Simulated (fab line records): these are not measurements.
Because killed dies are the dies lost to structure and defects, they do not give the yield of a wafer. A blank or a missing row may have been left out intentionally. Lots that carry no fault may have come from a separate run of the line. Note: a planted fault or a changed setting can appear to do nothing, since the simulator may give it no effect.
The tool behind it: which one? :: flow n5 finfet :: 21 wafers from 7 lots sampled at 5 of the route's 1938 steps

WHAT THE GAUGES SHOWED, per wafer
N5_BEOL_M15_RC_MEAS_101. Usual: etest temp c 25.05 C, standard deviation 0.1; COMB_M10 1.47e-11 S/m, standard deviation 2.9e-12; COMB_M11 1.5e-11 S/m, standard deviation 3e-12; COMB_M12 6.4e-12 S/m, standard deviation 1.5e-12; COMB_M13 5e-12 S/m, standard deviation 1.2e-12; COMB_M14 3.7e-12 S/m, standard deviation 9.3e-13; COMB_M15 2.6e-12 S/m, standard deviation 7.6e-13; COMB_M15_max_site 3.8e-12 S/m, standard deviation 1e-12; COMB_M5 3.5e-11 S/m, standard deviation 7.8e-12; COMB_M6 2.6e-11 S/m, standard deviation 5.3e-12; COMB_M7 2.6e-11 S/m, standard deviation 5.3e-12; COMB_M8 2.5e-11 S/m, standard deviation 5e-12; COMB_M9 1.41e-11 S/m, standard deviation 2.9e-12; SERP_M10 3.08 ohm/um, standard deviation 0.08; SERP_M11 3.06 ohm/um, standard deviation 0.07; SERP_M11_max_site 3.15 ohm/um, standard deviation 0.075; SERP_M12 0.644 ohm/um, standard deviation 0.014; SERP_M13 0.308 ohm/um, standard deviation 0.0053; SERP_M14 0.162 ohm/um, standard deviation 0.0036; SERP_M5 38.4 ohm/um, standard deviation 1.4; SERP_M6 13.9 ohm/um, standard deviation 0.43; SERP_M7 13.7 ohm/um, standard deviation 0.47; SERP_M8 13.8 ohm/um, standard deviation 0.51; SERP_M9 3.08 ohm/um, standard deviation 0.065.
lot: L424
measured: day 12 20:32
on: prober-02
etest temp c (C): 24.99 24.85 24.97
COMB_M10 (S/m): 1.08e-11 1.62e-11 1.65e-11
COMB_M11 (S/m): 1.8e-11 1.4e-11 1.4e-11
COMB_M12 (S/m): 7.7e-12 5.3e-12 3e-12
COMB_M13 (S/m): 5.1e-12 4.8e-12 5.7e-12
COMB_M14 (S/m): 2.8e-12 4e-12 3.4e-12
COMB_M15 (S/m): 1.7e-12 1.7e-12 3.2e-12
COMB_M15_max_site (S/m): 2e-12 2e-12 4.8e-12
COMB_M5 (S/m): 3e-11 3.1e-11 2.9e-11
COMB_M6 (S/m): 1.5e-11 2.5e-11 2.2e-11
COMB_M7 (S/m): 1.8e-11 2.3e-11 2.3e-11
COMB_M8 (S/m): 2e-11 2.9e-11 2.3e-11
COMB_M9 (S/m): 1.03e-11 1.09e-11 1.22e-11
SERP_M10 (ohm/um): 3.16 2.95 3.16
SERP_M11 (ohm/um): 3.31 3.06 2.92
SERP_M11_max_site (ohm/um): 3.44 3.20 3.14
SERP_M12 (ohm/um): 0.641 0.646 0.645
SERP_M13 (ohm/um): 0.306 0.310 0.310
SERP_M14 (ohm/um): 0.166 0.164 0.159
SERP_M5 (ohm/um): 36.7 37.4 36.9
SERP_M6 (ohm/um): 14.1 14.0 14.4
SERP_M7 (ohm/um): 13.9 13.5 14.3
SERP_M8 (ohm/um): 14.1 14.3 14.0
SERP_M9 (ohm/um): 3.19 3.17 3.11
flag: 

lot: L439
measured: day 16 10:17
on: prober-02
etest temp c (C): 25.14 25.27 25.11
COMB_M10 (S/m): 1.53e-11 9.3e-12 1.35e-11
COMB_M11 (S/m): 1.4e-11 1e-11 1.5e-11
COMB_M12 (S/m): 5.5e-12 3.7e-12 5e-12
COMB_M13 (S/m): 3.6e-12 4e-12 3.8e-12
COMB_M14 (S/m): 2.7e-12 3.1e-12 3.8e-12
COMB_M15 (S/m): 1.7e-12 2.5e-12 2.7e-12
COMB_M15_max_site (S/m): 2.5e-12 3.7e-12 4.4e-12
COMB_M5 (S/m): 3.1e-11 3.4e-11 5.9e-11
COMB_M6 (S/m): 2.2e-11 4e-11 2.8e-11
COMB_M7 (S/m): 2.4e-11 2.9e-11 2.4e-11
COMB_M8 (S/m): 2.4e-11 2.4e-11 3e-11
COMB_M9 (S/m): 2.03e-11 1.42e-11 1.26e-11
SERP_M10 (ohm/um): 3.15 3.04 3.10
SERP_M11 (ohm/um): 3.05 2.99 3.06
SERP_M11_max_site (ohm/um): 3.11 3.04 3.10
SERP_M12 (ohm/um): 0.631 0.648 0.644
SERP_M13 (ohm/um): 0.318 0.313 0.307
SERP_M14 (ohm/um): 0.160 0.168 0.159
SERP_M5 (ohm/um): 38.9 38.6 38.2
SERP_M6 (ohm/um): 15.0 14.0 14.2
SERP_M7 (ohm/um): 14.3 14.1 14.0
SERP_M8 (ohm/um): 14.5 14.4 13.9
SERP_M9 (ohm/um): 3.02 3.02 3.06
flag: 

lot: L441
measured: day 16 21:34
on: prober-02
etest temp c (C): 25.02 24.96 24.99
COMB_M10 (S/m): 1.21e-11 1.07e-11 1.32e-11
COMB_M11 (S/m): 1.5e-11 1.5e-11 1.5e-11
COMB_M12 (S/m): 3.6e-12 5.5e-12 5.8e-12
COMB_M13 (S/m): 4.6e-12 5e-12 3.4e-12
COMB_M14 (S/m): 2.9e-12 2.5e-12 3.2e-12
COMB_M15 (S/m): 2.2e-12 2.1e-12 2.2e-12
COMB_M15_max_site (S/m): 4e-12 3.4e-12 2.8e-12
COMB_M5 (S/m): 3.7e-11 4.5e-11 2.2e-11
COMB_M6 (S/m): 2.1e-11 2.3e-11 1.7e-11
COMB_M7 (S/m): 2.1e-11 2.1e-11 2.1e-11
COMB_M8 (S/m): 2.1e-11 2.2e-11 2.9e-11
COMB_M9 (S/m): 1.6e-11 1.21e-11 1.21e-11
SERP_M10 (ohm/um): 3.18 3.31 3.00
SERP_M11 (ohm/um): 3.07 3.08 3.11
SERP_M11_max_site (ohm/um): 3.13 3.16 3.20
SERP_M12 (ohm/um): 0.623 0.649 0.648
SERP_M13 (ohm/um): 0.311 0.313 0.319
SERP_M14 (ohm/um): 0.161 0.166 0.167
SERP_M5 (ohm/um): 37.5 37.3 39.2
SERP_M6 (ohm/um): 13.9 12.9 13.2
SERP_M7 (ohm/um): 13.4 13.1 13.6
SERP_M8 (ohm/um): 14.6 13.0 14.0
SERP_M9 (ohm/um): 3.14 3.01 3.09
flag: 

lot: L436
measured: day 17 01:50
on: prober-02
etest temp c (C): 25.03 24.80 25.17
COMB_M10 (S/m): 1.87e-11 2.1e-11 1.47e-11
COMB_M11 (S/m): 1.2e-11 1e-11 9e-12
COMB_M12 (S/m): 5e-12 5.4e-12 6.8e-12
COMB_M13 (S/m): 5e-12 6.2e-12 5.5e-12
COMB_M14 (S/m): 3.5e-12 4e-12 3.1e-12
COMB_M15 (S/m): 2.2e-12 2.1e-12 1.5e-12
COMB_M15_max_site (S/m): 3.8e-12 3.7e-12 1.9e-12
COMB_M5 (S/m): 3.3e-11 4.1e-11 3.2e-11
COMB_M6 (S/m): 2.1e-11 2.3e-11 3.1e-11
COMB_M7 (S/m): 2e-11 3.4e-11 2.7e-11
COMB_M8 (S/m): 2e-11 2.5e-11 2.1e-11
COMB_M9 (S/m): 1.11e-11 1.49e-11 9.7e-12
SERP_M10 (ohm/um): 3.15 3.09 3.04
SERP_M11 (ohm/um): 3.02 3.07 3.11
SERP_M11_max_site (ohm/um): 3.14 3.13 3.16
SERP_M12 (ohm/um): 0.660 0.676 0.645
SERP_M13 (ohm/um): 0.301 0.311 0.305
SERP_M14 (ohm/um): 0.155 0.159 0.160
SERP_M5 (ohm/um): 38.9 38.8 38.7
SERP_M6 (ohm/um): 13.7 14.1 14.1
SERP_M7 (ohm/um): 13.6 13.1 12.9
SERP_M8 (ohm/um): 14.7 13.8 13.8
SERP_M9 (ohm/um): 2.96 3.11 3.00
flag: 

lot: L440
measured: day 17 01:04
on: prober-02
etest temp c (C): 24.93 24.89 24.84
COMB_M10 (S/m): 1.33e-11 1.51e-11 1.29e-11
COMB_M11 (S/m): 1.1e-11 1.1e-11 1.4e-11
COMB_M12 (S/m): 6e-12 4.6e-12 5.6e-12
COMB_M13 (S/m): 5.3e-12 6.4e-12 4.5e-12
COMB_M14 (S/m): 4.2e-12 3.4e-12 2.4e-12
COMB_M15 (S/m): 2e-12 1.9e-12 2.1e-12
COMB_M15_max_site (S/m): 3.8e-12 2.7e-12 2.7e-12
COMB_M5 (S/m): 2.5e-11 3.1e-11 2.4e-11
COMB_M6 (S/m): 2.8e-11 3.5e-11 2.6e-11
COMB_M7 (S/m): 3e-11 2.6e-11 3.7e-11
COMB_M8 (S/m): 2.6e-11 2.7e-11 3.1e-11
COMB_M9 (S/m): 1.8e-11 8.8e-12 2.06e-11
SERP_M10 (ohm/um): 3.04 3.04 3.04
SERP_M11 (ohm/um): 3.11 2.98 3.05
SERP_M11_max_site (ohm/um): 3.15 3.07 3.10
SERP_M12 (ohm/um): 0.644 0.636 0.652
SERP_M13 (ohm/um): 0.309 0.312 0.305
SERP_M14 (ohm/um): 0.162 0.160 0.156
SERP_M5 (ohm/um): 40.9 36.0 39.7
SERP_M6 (ohm/um): 14.4 13.0 13.6
SERP_M7 (ohm/um): 13.6 13.7 13.6
SERP_M8 (ohm/um): 14.6 13.2 13.8
SERP_M9 (ohm/um): 3.16 3.09 3.19
flag: 

lot: L442
measured: day 17 08:52
on: prober-01
etest temp c (C): 25.12 25.07 25.13
COMB_M10 (S/m): 1.8e-11 1.71e-11 1.56e-11
COMB_M11 (S/m): 1.6e-11 1.6e-11 1.8e-11
COMB_M12 (S/m): 6.5e-12 7.3e-12 6.2e-12
COMB_M13 (S/m): 4.8e-12 5.2e-12 4.1e-12
COMB_M14 (S/m): 5.6e-12 4.7e-12 3.7e-12
COMB_M15 (S/m): 3.4e-12 3.3e-12 4.5e-12
COMB_M15_max_site (S/m): 4.6e-12 4.3e-12 5.3e-12
COMB_M5 (S/m): 3.2e-11 4.7e-11 3.2e-11
COMB_M6 (S/m): 2.4e-11 2.2e-11 2.7e-11
COMB_M7 (S/m): 3.4e-11 1.8e-11 2.4e-11
COMB_M8 (S/m): 2.7e-11 2.9e-11 2.8e-11
COMB_M9 (S/m): 2.33e-11 9.9e-12 1.23e-11
SERP_M10 (ohm/um): 3.07 2.95 3.06
SERP_M11 (ohm/um): 2.97 3.08 3.04
SERP_M11_max_site (ohm/um): 3.13 3.16 3.14
SERP_M12 (ohm/um): 0.623 0.631 0.661
SERP_M13 (ohm/um): 0.308 0.313 0.313
SERP_M14 (ohm/um): 0.156 0.158 0.165
SERP_M5 (ohm/um): 39.2 37.8 38.1
SERP_M6 (ohm/um): 14.0 14.3 13.9
SERP_M7 (ohm/um): 14.0 14.3 14.3
SERP_M8 (ohm/um): 14.5 14.4 13.8
SERP_M9 (ohm/um): 3.12 3.06 3.02
flag: 

lot: L444
measured: day 17 20:31
on: prober-02
etest temp c (C): 25.02 24.96 25.06
COMB_M10 (S/m): 9.1e-12 8.4e-12 8.7e-12
COMB_M11 (S/m): 1.2e-11 1e-11 1.2e-11
COMB_M12 (S/m): 4.4e-12 5.2e-12 8.8e-12
COMB_M13 (S/m): 5.5e-12 4e-12 3.3e-12
COMB_M14 (S/m): 2.8e-12 2.9e-12 4e-12
COMB_M15 (S/m): 2.5e-12 2.8e-12 2.6e-12
COMB_M15_max_site (S/m): 3.5e-12 3.4e-12 3e-12
COMB_M5 (S/m): 3.7e-11 4e-11 4e-11
COMB_M6 (S/m): 2.8e-11 3.4e-11 2.7e-11
COMB_M7 (S/m): 2.2e-11 2e-11 1.9e-11
COMB_M8 (S/m): 2.1e-11 2.3e-11 2.5e-11
COMB_M9 (S/m): 1.09e-11 1.7e-11 1.61e-11
SERP_M10 (ohm/um): 3.25 3.07 3.03
SERP_M11 (ohm/um): 2.99 3.16 2.99
SERP_M11_max_site (ohm/um): 3.25 3.24 3.22
SERP_M12 (ohm/um): 0.634 0.678 0.642
SERP_M13 (ohm/um): 0.315 0.311 0.311
SERP_M14 (ohm/um): 0.169 0.169 0.164
SERP_M5 (ohm/um): 37.8 34.9 36.5
SERP_M6 (ohm/um): 13.8 14.1 14.5
SERP_M7 (ohm/um): 13.1 13.4 13.7
SERP_M8 (ohm/um): 13.5 12.8 14.2
SERP_M9 (ohm/um): 2.91 2.98 3.03
flag: 

WHICH TOOL RAN EACH LOT (tool, then ch and the chambers of the sampled wafers, then the start)
lot: L424
N5_BEOL_M11_ETCH_65: rie diel-04 ch 0,2,3, day 11 15:47
N5_BEOL_M11_ETCH_66: rie diel-04 ch 0,2,3, day 11 15:50
N5_BEOL_M11_CURE_72: uv cure-02 ch 2, day 11 16:26
N5_BEOL_M11_ALD_74: ald metal-02 ch 0,1,2, day 11 17:14

lot: L439
N5_BEOL_M11_ETCH_65: rie diel-03 ch 0,1,2, day 15 00:45
N5_BEOL_M11_ETCH_66: rie diel-03 ch 0,1,2, day 15 00:48
N5_BEOL_M11_CURE_72: uv cure-03 ch 0, day 15 01:24
N5_BEOL_M11_ALD_74: ald metal-02 ch 1,3, day 15 03:24

lot: L441
N5_BEOL_M11_ETCH_65: rie diel-06 ch 1,2,3, day 15 02:53
N5_BEOL_M11_ETCH_66: rie diel-06 ch 1,2,3, day 15 02:56
N5_BEOL_M11_CURE_72: uv cure-03 ch 0, day 15 03:32
N5_BEOL_M11_ALD_74: ald metal-02 ch 1,3, day 15 03:58

lot: L436
N5_BEOL_M11_ETCH_65: rie diel-03 ch 0,1,2, day 15 02:56
N5_BEOL_M11_ETCH_66: rie diel-03 ch 0,1,2, day 15 02:59
N5_BEOL_M11_CURE_72: uv cure-02 ch 2, day 15 03:38
N5_BEOL_M11_ALD_74: ald metal-02 ch 1,3, day 15 04:23

lot: L440
N5_BEOL_M11_ETCH_65: rie diel-04 ch 0,2, day 15 10:04
N5_BEOL_M11_ETCH_66: rie diel-04 ch 0,2, day 15 10:07
N5_BEOL_M11_CURE_72: uv cure-03 ch 0, day 15 10:50
N5_BEOL_M11_ALD_74: ald metal-02 ch 2,3, day 15 11:29

lot: L442
N5_BEOL_M11_ETCH_65: rie diel-04 ch 1,2, day 15 14:05
N5_BEOL_M11_ETCH_66: rie diel-04 ch 1,2, day 15 14:08
N5_BEOL_M11_CURE_72: uv cure-01 ch 2, day 15 14:53
N5_BEOL_M11_ALD_74: ald metal-02 ch 1,2,3, day 15 15:19

lot: L444
N5_BEOL_M11_ETCH_65: rie diel-04 ch 0,2,3, day 16 17:47
N5_BEOL_M11_ETCH_66: rie diel-04 ch 0,2,3, day 16 17:50
N5_BEOL_M11_CURE_72: uv cure-02 ch 2, day 16 18:27
N5_BEOL_M11_ALD_74: ald metal-02 ch 0,1,2, day 16 19:36
- N5_BEOL_M11_ETCH_65: etches SiARC in CF4, target depth 39 nm, time 65 s.
- N5_BEOL_M11_ETCH_66: etches SOC in N2/H2, target depth 120 nm, overetch 24 nm, time 180 s.
- N5_BEOL_M11_CURE_72: cures SiCOH lowk, time 120 s.
- N5_BEOL_M11_ALD_74: deposits TaN, target thk 2 nm, pulse time 2 s, purge time 3 s.

WHAT THE TOOLS THEMSELVES READ (means of the sampled wafers that have a number; where no wafer has one, the mark that the record gives instead)
N5_BEOL_M11_ETCH_65. Usual: cf4 flow sccm 100.1 sccm (standard deviation 0.31); drypump motor current A 5.6 A (standard deviation 0.47); etch rf on time s 64.7 s (standard deviation 1.1); oes product au 0.70 a.u. (standard deviation 0.071); rf vpp V 184.1 V (standard deviation 1.1); showerhead plenum p Torr 2.15 Torr (standard deviation 0.06); throttle valve pct 15.55 % (standard deviation 0.2).
lot: L424
tool: rie diel-04
cf4 flow sccm (sccm): 100.1
drypump motor current A (A): 5.8
etch rf on time s (s): 63.9
oes product au (a.u.): 0.69
rf vpp V (V): 185.0
showerhead plenum p Torr (Torr): 2.15
throttle valve pct (%): 15.60
flag: 

lot: L439
tool: rie diel-03
cf4 flow sccm (sccm): 100.2
drypump motor current A (A): 5.9
etch rf on time s (s): 66.1
oes product au (a.u.): 0.72
rf vpp V (V): 183.8
showerhead plenum p Torr (Torr): 2.17
throttle valve pct (%): 15.42
flag: 

lot: L441
tool: rie diel-06
cf4 flow sccm (sccm): 100.1
drypump motor current A (A): 5.7
etch rf on time s (s): 64.0
oes product au (a.u.): 0.71
rf vpp V (V): 183.5
showerhead plenum p Torr (Torr): 2.13
throttle valve pct (%): 15.71
flag: 

lot: L436
tool: rie diel-03
cf4 flow sccm (sccm): 100.2
drypump motor current A (A): 5.9
etch rf on time s (s): 65.1
oes product au (a.u.): 0.71
rf vpp V (V): 183.9
showerhead plenum p Torr (Torr): 2.17
throttle valve pct (%): 15.41
flag: 

lot: L440
tool: rie diel-04
cf4 flow sccm (sccm): 100.1
drypump motor current A (A): 5.8
etch rf on time s (s): 63.4
oes product au (a.u.): 0.80
rf vpp V (V): 183.8
showerhead plenum p Torr (Torr): 2.13
throttle valve pct (%): 15.36
flag: 

lot: L442
tool: rie diel-04
cf4 flow sccm (sccm): 100.3
drypump motor current A (A): 5.7
etch rf on time s (s): 64.5
oes product au (a.u.): 0.75
rf vpp V (V): 184.0
showerhead plenum p Torr (Torr): 2.11
throttle valve pct (%): 15.48
flag: 

lot: L444
tool: rie diel-04
cf4 flow sccm (sccm): 100.1
drypump motor current A (A): 5.8
etch rf on time s (s): 64.1
oes product au (a.u.): 0.73
rf vpp V (V): 183.8
showerhead plenum p Torr (Torr): 2.14
throttle valve pct (%): 15.49
flag: 

N5_BEOL_M11_ETCH_66. Usual: drypump motor current A 5.6 A, standard deviation 0.47; oes product au 0.66 a.u., standard deviation 0.063; rf vpp V 523.9 V, standard deviation 2.4; showerhead plenum p Torr 2.55 Torr, standard deviation 0.077; temp c 40.00 C, standard deviation 0.12; throttle valve pct 17.79 %, standard deviation 0.16.
lot: L424
tool: rie diel-04
drypump motor current A (A): 5.8
oes product au (a.u.): 0.65
rf vpp V (V): 524.0
showerhead plenum p Torr (Torr): 2.54
temp c (C): 40.03
throttle valve pct (%): 17.83
flag: 

lot: L439
tool: rie diel-03
drypump motor current A (A): 5.9
oes product au (a.u.): 0.68
rf vpp V (V): 524.6
showerhead plenum p Torr (Torr): 2.58
temp c (C): 40.05
throttle valve pct (%): 17.63
flag: 

lot: L441
tool: rie diel-06
drypump motor current A (A): 5.7
oes product au (a.u.): 0.66
rf vpp V (V): 522.8
showerhead plenum p Torr (Torr): 2.53
temp c (C): 40.04
throttle valve pct (%): 17.94
flag: 

lot: L436
tool: rie diel-03
drypump motor current A (A): 5.9
oes product au (a.u.): 0.68
rf vpp V (V): 523.8
showerhead plenum p Torr (Torr): 2.58
temp c (C): 40.10
throttle valve pct (%): 17.65
flag: 

lot: L440
tool: rie diel-04
drypump motor current A (A): 5.8
oes product au (a.u.): 0.75
rf vpp V (V): 524.4
showerhead plenum p Torr (Torr): 2.52
temp c (C): 40.04
throttle valve pct (%): 17.63
flag: 

lot: L442
tool: rie diel-04
drypump motor current A (A): 5.8
oes product au (a.u.): 0.71
rf vpp V (V): 522.6
showerhead plenum p Torr (Torr): 2.50
temp c (C): 40.00
throttle valve pct (%): 17.75
flag: 

lot: L444
tool: rie diel-04
drypump motor current A (A): 5.8
oes product au (a.u.): 0.67
rf vpp V (V): 524.1
showerhead plenum p Torr (Torr): 2.53
temp c (C): 40.03
throttle valve pct (%): 17.71
flag: 

N5_BEOL_M11_CURE_72. Usual: lamp power pct 52.32 %, standard deviation 0.053; wafer_temp_C_max 371.8, standard deviation 0.57.
lot: L424
tool: uv cure-02
lamp power pct (%): 52.33
wafer_temp_C_max: 371.3
flag: 

lot: L439
tool: uv cure-03
lamp power pct (%): 52.33
wafer_temp_C_max: 371.9
flag: 

lot: L441
tool: uv cure-03
lamp power pct (%): 52.32
wafer_temp_C_max: 371.6
flag: 

lot: L436
tool: uv cure-02
lamp power pct (%): 52.31
wafer_temp_C_max: 371.0
flag: 

lot: L440
tool: uv cure-03
lamp power pct (%): 52.27
wafer_temp_C_max: 371.5
flag: 

lot: L442
tool: uv cure-01
lamp power pct (%): 52.35
wafer_temp_C_max: 372.5
flag: 

lot: L444
tool: uv cure-02
lamp power pct (%): 52.31
wafer_temp_C_max: 371.1
flag: 

N5_BEOL_M11_ALD_74. Usual: heater power w 406 W, standard deviation 30; precursor vessel pressure torr 26.25 Torr, standard deviation 0.049; precursor vessel temp c 75.01 C, standard deviation 0.13.
lot: L424
tool: ald metal-02
heater power w (W): 415
precursor vessel pressure torr (Torr): 26.28
precursor vessel temp c (C): 75.01
flag: 

lot: L439
tool: ald metal-02
heater power w (W): 395
precursor vessel pressure torr (Torr): 26.20
precursor vessel temp c (C): 74.99
flag: 

lot: L441
tool: ald metal-02
heater power w (W): 390
precursor vessel pressure torr (Torr): 26.22
precursor vessel temp c (C): 75.09
flag: 

lot: L436
tool: ald metal-02
heater power w (W): 385
precursor vessel pressure torr (Torr): 26.25
precursor vessel temp c (C): 75.05
flag: 

lot: L440
tool: ald metal-02
heater power w (W): 398
precursor vessel pressure torr (Torr): 26.26
precursor vessel temp c (C): 74.97
flag: 

lot: L442
tool: ald metal-02
heater power w (W): 395
precursor vessel pressure torr (Torr): 26.25
precursor vessel temp c (C): 75.08
flag: 

lot: L444
tool: ald metal-02
heater power w (W): 426
precursor vessel pressure torr (Torr): 26.24
precursor vessel temp c (C): 75.12
flag: 

THE ANSWER, worked out from the rows above alone
Rule: lot off if the mean of its wafers having a number is beyond 3 standard deviations from the usual mean. Also off: a lot with no number at a reading for which 4 or more lots have one. The other lots that the step has rows for count as sound. First the gauges in route order, then the tools' own readings, where a lot's mean is used as printed above. The first step at which some lot is off is used, and at that step the reading that is off furthest; a lot without a number counts as furthest.
Across all readings shown, no lot is off: no conclusion can be drawn from this.

WHAT THE SIMULATOR HAD PUT IN
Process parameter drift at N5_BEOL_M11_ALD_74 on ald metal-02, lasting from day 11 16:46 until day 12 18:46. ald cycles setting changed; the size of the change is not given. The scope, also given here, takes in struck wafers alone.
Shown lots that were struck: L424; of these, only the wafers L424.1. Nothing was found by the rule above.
